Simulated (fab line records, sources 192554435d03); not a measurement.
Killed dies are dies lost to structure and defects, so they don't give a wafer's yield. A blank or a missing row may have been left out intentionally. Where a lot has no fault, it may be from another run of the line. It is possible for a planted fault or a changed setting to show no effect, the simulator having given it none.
Matching of chambers || flow n5-finfet || 4 sister chambers for N5_BEOL_M2_ETCH_69 on rie-diel-04
The step etches SiARC in CF4, target depth 15.6 nm, time 26 s. 14 wafers are shown with their chamber, then 7 later ones without.

== WAFERS WITH THEIR CHAMBER ==
{"wafer": "L075.2", "chamber": 0, "drypump-motor-current-A (A)": 5.8, "throttle-valve-pct (%)": 15.00, "showerhead-plenum-p-Torr (Torr)": 2.18}
{"wafer": "L075.3", "chamber": 2, "drypump-motor-current-A (A)": 5.4, "throttle-valve-pct (%)": 15.94, "showerhead-plenum-p-Torr (Torr)": 2.22}
{"wafer": "L075.6", "chamber": 2, "drypump-motor-current-A (A)": 5.4, "throttle-valve-pct (%)": 15.94, "showerhead-plenum-p-Torr (Torr)": 2.22}
{"wafer": "L077.1", "chamber": 1, "drypump-motor-current-A (A)": 6.6, "throttle-valve-pct (%)": 15.48, "showerhead-plenum-p-Torr (Torr)": 2.08}
{"wafer": "L077.2", "chamber": 3, "drypump-motor-current-A (A)": 5.2, "throttle-valve-pct (%)": 16.02, "showerhead-plenum-p-Torr (Torr)": 2.11}
{"wafer": "L077.5", "chamber": 2, "drypump-motor-current-A (A)": 5.4, "throttle-valve-pct (%)": 15.96, "showerhead-plenum-p-Torr (Torr)": 2.22}
{"wafer": "L083.3", "chamber": 1, "drypump-motor-current-A (A)": 6.6, "throttle-valve-pct (%)": 15.51, "showerhead-plenum-p-Torr (Torr)": 2.08}
{"wafer": "L083.4", "chamber": 0, "drypump-motor-current-A (A)": 5.9, "throttle-valve-pct (%)": 15.02, "showerhead-plenum-p-Torr (Torr)": 2.17}
{"wafer": "L083.5", "chamber": 2, "drypump-motor-current-A (A)": 5.4, "throttle-valve-pct (%)": 15.99, "showerhead-plenum-p-Torr (Torr)": 2.21}
{"wafer": "L087.4", "chamber": 1, "drypump-motor-current-A (A)": 6.6, "throttle-valve-pct (%)": 15.52, "showerhead-plenum-p-Torr (Torr)": 2.07}
{"wafer": "L087.5", "chamber": 1, "drypump-motor-current-A (A)": 6.5, "throttle-valve-pct (%)": 15.52, "showerhead-plenum-p-Torr (Torr)": 2.07}
{"wafer": "L087.6", "chamber": 0, "drypump-motor-current-A (A)": 5.9, "throttle-valve-pct (%)": 15.05, "showerhead-plenum-p-Torr (Torr)": 2.17}
{"wafer": "L090.4", "chamber": 0, "drypump-motor-current-A (A)": 5.9, "throttle-valve-pct (%)": 15.06, "showerhead-plenum-p-Torr (Torr)": 2.17}
{"wafer": "L090.5", "chamber": 1, "drypump-motor-current-A (A)": 6.6, "throttle-valve-pct (%)": 15.54, "showerhead-plenum-p-Torr (Torr)": 2.07}

SIGNATURES, as means of the wafers listed above
{"reading": "drypump-motor-current-A", "chamber 0": 5.875, "chamber 1": 6.580, "chamber 2": 5.400, "chamber 3": 5.200, "scatter within a chamber": 0.0394}
{"reading": "throttle-valve-pct", "chamber 0": 15.0325, "chamber 1": 15.5140, "chamber 2": 15.9575, "chamber 3": 16.0200, "scatter within a chamber": 0.0242}
{"reading": "showerhead-plenum-p-Torr", "chamber 0": 2.1725, "chamber 1": 2.0740, "chamber 2": 2.2175, "chamber 3": 2.1100, "scatter within a chamber": 0.0052}
Rule: for each reading, subtract the chamber's mean from the wafer's reading, divide by that reading's scatter and square the result; add these up over the readings and take the root, which gives the wafer's distance from the chamber. The wafer belongs to the nearest chamber; if the next one is less than 2 further off, it can't be placed. How the scatter is found: for the shown wafers, subtract from each reading the mean of its chamber, square and add these, divide the total by (wafers less chambers), then take the root.

== WAFERS MISSING THEIR CHAMBER ==
{"wafer": "L090.6", "drypump-motor-current-A (A)": 5.4, "throttle-valve-pct (%)": 15.53, "showerhead-plenum-p-Torr (Torr)": 2.21}
{"wafer": "L093.1", "drypump-motor-current-A (A)": 6.6, "throttle-valve-pct (%)": 15.55, "showerhead-plenum-p-Torr (Torr)": 2.07}
{"wafer": "L093.3", "drypump-motor-current-A (A)": 5.9, "throttle-valve-pct (%)": 15.08, "showerhead-plenum-p-Torr (Torr)": 2.17}
{"wafer": "L093.4", "drypump-motor-current-A (A)": 5.4, "throttle-valve-pct (%)": 15.54, "showerhead-plenum-p-Torr (Torr)": 2.20}
{"wafer": "L096.1", "drypump-motor-current-A (A)": 6.6, "throttle-valve-pct (%)": 15.55, "showerhead-plenum-p-Torr (Torr)": 2.07}
{"wafer": "L096.2", "drypump-motor-current-A (A)": 5.2, "throttle-valve-pct (%)": 15.64, "showerhead-plenum-p-Torr (Torr)": 2.10}
{"wafer": "L096.3", "drypump-motor-current-A (A)": 5.9, "throttle-valve-pct (%)": 15.09, "showerhead-plenum-p-Torr (Torr)": 2.16}

== WHICH CHAMBER EACH WENT THROUGH ==
{"wafer": "L090.6", "from the rows above": 2, "in truth": 2}
{"wafer": "L093.1", "from the rows above": 1, "in truth": 1}
{"wafer": "L093.3", "from the rows above": 0, "in truth": 0}
{"wafer": "L093.4", "from the rows above": 2, "in truth": 2}
{"wafer": "L096.1", "from the rows above": 1, "in truth": 1}
{"wafer": "L096.2", "from the rows above": 3, "in truth": 3}
{"wafer": "L096.3", "from the rows above": 0, "in truth": 0}
7 of 7 placed correctly. From these rows, 0 cannot be placed. Number placed wrongly: 0.
